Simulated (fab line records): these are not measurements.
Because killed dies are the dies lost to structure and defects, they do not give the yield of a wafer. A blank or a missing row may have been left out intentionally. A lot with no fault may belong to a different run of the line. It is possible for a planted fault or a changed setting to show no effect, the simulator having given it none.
A struck lot beside a sound one    flow nand harc    15 out of 1302 route steps
Sound: wafers L293.2, L293.4, L293.6. Struck: wafer L283.5. (L283.2, L283.3 of the same lot were not struck and are left out.) The cause comes at the end.
Per side, at each step with rows, come the tool, then ch with its chambers, and then its first start. Under that, the readings that differ: sound wafers    struck wafers    difference of the means    sigmas: that difference in standard deviations of wafers without a fault.
alike: a reading whose means differ by less than 2 such deviations, as well as words and numbers matching on both sides. not compared: withheld readings; readings where some wafer has no value; bounds like >300 that might hide an equal value; numbers whose values overlap and for which the record gives no deviation.
A row with sigmas, a row that says differs or no value, or rows on one side alone: a step with any of these is where the two part. Numbers that don't overlap but have no deviation are shown without sigmas and don't part them. A reading that every wafer of one side lacks parts them only if that side has two wafers or more.

first, 6 steps without rows for these wafers: NHARC_A_DECK1_JOINT_CVD_34 (deposits SiNx, target thk 20 nm); NHARC_A_DECK1_JOINT_DEP_06 (deposits SiOx, target thk 80 nm); NHARC_A_DECK1_JOINT_CURE_26 (time 32 s); NHARC_A_DECK1_JOINT_ANNEAL_27 (time 3600 s); NHARC_A_DECK1_JOINT_ANNEAL_28 (time 1800 s); NHARC_A_DECK1_JOINT_ANNEAL_29 (time 1800 s).
NHARC_A_DECK1_JOINT_CMP_02: polishes SiOx.
  sound on cmp-02 ch 0,3, day 18 01:16; struck on cmp-02 ch 3, day 14 00:19
  alike: motor current A
then, 1 step without rows for these wafers: NHARC_A_DECK1_JOINT_SRD_15.
NHARC_A_DECK1_JOINT_DEP_16: deposits SiO2, target thk 45 nm.
  sound on pecvd-01 ch 0,1,2, day 18 01:43; struck on pecvd-02 ch 0, day 14 00:43
  alike: heater power outer w, heater power w, throttle valve pct
NHARC_A_DECK1_JOINT_THK_MEAS_17: measures by ellipsometry.
  sound: film metro-01 at day 18 01:56; struck: film metro-01 at day 14 00:58
  alike: thk nm
NHARC_A_DECK1_JOINT_INSPECT_05:
  sound: defect inspect-01 at day 18 01:58; struck: defect inspect-01 at day 14 01:00
  alike: raw defect count
NHARC_A_ONON_D2_DEP_00: target thk 1000 nm.
  sound on pecvd onon-01 ch 0, day 18 02:06; struck on pecvd onon-01 ch 0, day 14 01:07
  alike: nh3 flow sccm
NHARC_A_ONON_D2_THK_MEAS_02: measures by ellipsometry.
  sound: film metro-01 at day 18 02:33; struck: film metro-02 at day 14 01:34
reading      sound        struck  difference  sigmas
thk nm (nm)  996 996 993  672     -323        -41
after that, 1 step with no rows for these wafers: NHARC_A_ONON_D2_DEP_03 (target thk 1000 nm).
-- record jumps: 12 days between struck wafers' starts before vs after; left off in module A_ONON_D2, resumes in module END, first step shown is number 1302 of the route --
NHARC_END_SORT_01:
  the record has rows for the struck wafers here (prober-02 ch 0, day 25 15:58) and none for the sound ones

WHERE THEY PART
Last at NHARC_END_SORT_01 as far as this record goes, first at NHARC_A_ONON_D2_THK_MEAS_02.

WHY: the cause the simulator had injected
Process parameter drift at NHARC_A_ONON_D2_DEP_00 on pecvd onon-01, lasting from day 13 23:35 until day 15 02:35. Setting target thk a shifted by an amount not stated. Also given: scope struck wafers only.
